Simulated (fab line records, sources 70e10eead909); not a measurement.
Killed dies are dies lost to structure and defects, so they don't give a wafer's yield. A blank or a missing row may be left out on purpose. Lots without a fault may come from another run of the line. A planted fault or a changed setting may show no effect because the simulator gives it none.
Chamber matching | flow nand_harc | NHARC_P_M0_DESCUM_14 on rie_diel-04: 4 sister chambers
The step chemistry O2, time 3 s. 36 wafers are shown with their chamber, then 12 later ones without.

WAFERS WITH THEIR CHAMBER
wafer  | chamber | showerhead_plenum_p_Torr (Torr) | drypump_motor_current_A (A) | throttle_valve_pct (%)
L074.2 | 1       | 1.96                            | 5.7                         | 11.311
L074.3 | 3       | 1.99                            | 5.8                         | 11.318
L074.6 | 3       | 1.99                            | 5.8                         | 11.311
L077.4 | 3       | 1.98                            | 5.8                         | 11.307
L077.5 | 0       | 1.86                            | 5.8                         | 11.307
L077.6 | 1       | 1.96                            | 5.7                         | 11.311
L078.1 | 0       | 1.86                            | 5.8                         | 11.302
L078.2 | 3       | 1.98                            | 5.8                         | 11.329
L078.3 | 2       | 1.81                            | 6.2                         | 11.307
L081.2 | 0       | 1.86                            | 5.8                         | 11.329
L081.3 | 0       | 1.86                            | 5.8                         | 11.316
L081.5 | 0       | 1.86                            | 5.8                         | 11.306
L082.1 | 2       | 1.81                            | 6.2                         | 11.318
L082.2 | 0       | 1.86                            | 5.8                         | 11.300
L082.5 | 0       | 1.86                            | 5.8                         | 11.314
L083.2 | 1       | 1.96                            | 5.7                         | 11.310
L083.4 | 3       | 1.98                            | 5.8                         | 11.308
L083.5 | 0       | 1.86                            | 5.8                         | 11.308
L084.2 | 2       | 1.81                            | 6.2                         | 11.319
L084.4 | 3       | 1.98                            | 5.7                         | 11.323
L084.6 | 1       | 1.95                            | 5.7                         | 11.304
L086.3 | 3       | 1.98                            | 5.7                         | 11.302
L086.4 | 1       | 1.95                            | 5.7                         | 11.321
L086.6 | 0       | 1.86                            | 5.8                         | 11.315
L088.3 | 1       | 1.95                            | 5.7                         | 11.301
L088.4 | 3       | 1.98                            | 5.8                         | 11.301
L088.6 | 3       | 1.98                            | 5.8                         | 11.319
L089.1 | 0       | 1.86                            | 5.8                         | 11.309
L089.2 | 1       | 1.95                            | 5.7                         | 11.307
L089.6 | 2       | 1.81                            | 6.2                         | 11.319
L090.2 | 1       | 1.95                            | 5.7                         | 11.306
L090.3 | 3       | 1.98                            | 5.8                         | 11.324
L090.5 | 0       | 1.86                            | 5.8                         | 11.303
L091.3 | 0       | 1.86                            | 5.8                         | 11.323
L091.4 | 3       | 1.98                            | 5.8                         | 11.319
L091.6 | 1       | 1.95                            | 5.7                         | 11.306

SIGNATURES (means of the wafers above)
reading                  | chamber 0 | chamber 1 | chamber 2 | chamber 3 | scatter within a chamber
showerhead_plenum_p_Torr | 1.8600    | 1.9533    | 1.8100    | 1.9818    | 0.00337
drypump_motor_current_A  | 5.800     | 5.700     | 6.200     | 5.782     | 0.0226
throttle_valve_pct       | 11.31100  | 11.30856  | 11.31575  | 11.31464  | 0.00806
Rule: a wafer's distance from a chamber is the root of the sum, over the readings, of the square of ((its reading less the chamber's mean) divided by the reading's scatter). The wafer belongs to the nearest chamber; if the next one is less than 2 further off, it can't be placed. The scatter: the root of (the sum of the squares of (reading less its chamber's mean) over the shown wafers, divided by (wafers less chambers)).

WAFERS WITHOUT THEIR CHAMBER
wafer  | showerhead_plenum_p_Torr (Torr) | drypump_motor_current_A (A) | throttle_valve_pct (%)
L093.4 | 1.81                            | 6.2                         | 11.312
L093.5 | 1.81                            | 6.2                         | 11.308
L093.6 | 1.98                            | 5.8                         | 11.302
L094.1 | 1.95                            | 5.7                         | 11.311
L094.2 | 1.98                            | 5.8                         | 11.299
L094.4 | 1.81                            | 6.2                         | 11.307
L095.2 | 1.98                            | 5.8                         | 11.329
L095.5 | 1.81                            | 6.2                         | 11.316
L095.6 | 1.98                            | 5.8                         | 11.307
L096.2 | 1.81                            | 6.2                         | 11.304
L096.3 | 1.98                            | 5.8                         | 11.294
L096.5 | 1.81                            | 6.2                         | 11.312

WHICH CHAMBER EACH WENT THROUGH
wafer  | from the rows above | in truth
L093.4 | 2                   | 2
L093.5 | 2                   | 2
L093.6 | 3                   | 3
L094.1 | 1                   | 1
L094.2 | 3                   | 3
L094.4 | 2                   | 2
L095.2 | 3                   | 3
L095.5 | 2                   | 2
L095.6 | 3                   | 3
L096.2 | 2                   | 2
L096.3 | 3                   | 3
L096.5 | 2                   | 2
Placed correctly: 12 of 12. Can't be placed from these rows: 0. Placed wrongly: 0.
